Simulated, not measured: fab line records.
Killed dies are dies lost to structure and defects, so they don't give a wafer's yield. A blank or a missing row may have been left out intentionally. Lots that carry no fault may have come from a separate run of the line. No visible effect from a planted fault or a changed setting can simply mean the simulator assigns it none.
Split-lot experiment    flow n5_finfet    route with 1938 steps; 7 lots, 21 wafers read

## THE SPLIT ITSELF
At N5_BEOL_M12_SPUTTER_43 (material TaN, target thk 15 nm, time 24.19 s), the setting time_s was moved away from the recipe's 24.19 s on 8 of the 21 wafers read, by -10.9% to +13.0%. For the rest of the wafers, this setting stayed at what the recipe calls for.

The reading is taken at the split's own step.

## THE READING
TaN_of_BEOL_M12_SPUTTER_43.thk_nm (the simulator's own value, which no gauge read), in nm, at N5_BEOL_M12_SPUTTER_43 (material TaN, target thk 15 nm, time 24.19 s). The file gives no usual value for it. Average 15.0 nm, standard deviation 0.16 nm, over the 13 wafers here run with the recipe.

wafer   tool, chamber at the split  time_s as run, s  against the recipe  TaN_of_BEOL_M12_SPUTTER_43.thk_nm, nm  against lot-mates on the recipe
L078.1  pvd_sputter-01, -           24.19             recipe              14.8                                   -
L078.3  pvd_sputter-01, -           24.19             recipe              14.8                                   -
L078.6  pvd_sputter-01, -           24.19             recipe              15                                     -
L083.1  pvd_sputter-02, -           24.19             recipe              15                                     -
L083.2  pvd_sputter-02, -           24.19             recipe              15                                     -
L083.6  pvd_sputter-02, -           24.19             recipe              15                                     -
L088.4  pvd_sputter-01, -           26.98             +11.5%              16.4                                   +1.8
L088.5  pvd_sputter-01, -           24.19             recipe              14.6                                   -
L088.6  pvd_sputter-01, -           26.98             +11.5%              16.6                                   +2.0
L089.1  pvd_sputter-03, -           24.19             recipe              15.2                                   -
L089.3  pvd_sputter-03, -           24.19             recipe              15.2                                   -
L089.5  pvd_sputter-03, -           21.56             -10.9%              13.6                                   -1.6
L093.1  pvd_sputter-02, -           23.21             -4.1%               14.4                                   -0.6
L093.3  pvd_sputter-02, -           24.19             recipe              15                                     -
L093.6  pvd_sputter-02, -           24.19             recipe              15                                     -
L094.1  pvd_sputter-02, -           23.22             -4.0%               14.2                                   -0.6
L094.5  pvd_sputter-02, -           23.22             -4.0%               14.2                                   -0.6
L094.2  pvd_sputter-02, -           24.19             recipe              14.8                                   -
L096.1  pvd_sputter-02, -           27.34             +13.0%              17.2                                   +2.2
L096.5  pvd_sputter-02, -           27.34             +13.0%              17.2                                   +2.2
L096.2  pvd_sputter-02, -           24.19             recipe              15                                     -

THE FIT
A straight line over all 21 wafers: TaN_of_BEOL_M12_SPUTTER_43.thk_nm changes by +0.151 nm for each +1% of time_s; r = +0.98; the points scatter about the line by 0.19 nm.
The same after taking each lot's own level away (the mean of its wafers on the recipe; 21 wafers): +0.162 nm for each +1%; r = +1.00; scatter 0.067 nm.
The reading moves by 2.1 nm for the largest change in time_s, on that fit.
Measured against the standard deviation above, the lots' own levels, which go from 14.60 to 15.20 nm, span 3.8 times it.
So the lot-to-lot level changes the slope little: the two slopes agree.
Check: for one of the wafers moved furthest among these (+13.0%), held out of the fit, the line's prediction against its lot-mates is +2.12 nm. Against them it came out at +2.2 nm.

## THESE WAFERS: OTHER SPLITS
These wafers also went through other splits before the reading. Each is held against what the fit with the lots' levels taken away leaves over:
other split on the same wafers  wafers away from the commonest value  r with TaN_of_BEOL_M12_SPUTTER_43.thk_nm (lot level and that fit taken away)
N5_BEOL_M10_COAT_60 spin_rpm    6                                     +0.11
N5_BEOL_M11_COAT_05 spin_rpm    8                                     -0.06
N5_BEOL_M11_EXPOSE_08 dose_mj   4                                     -0.23
N5_BEOL_M11_PEB_26 peb_time_s   4                                     -0.07
N5_BEOL_M12_ETCH_68 time_s      4                                     -0.35

## FILE'S OWN FIT
TaN_of_BEOL_M12_SPUTTER_43.thk_nm changes by +0.161 nm for each +1% of time_s, r = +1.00.
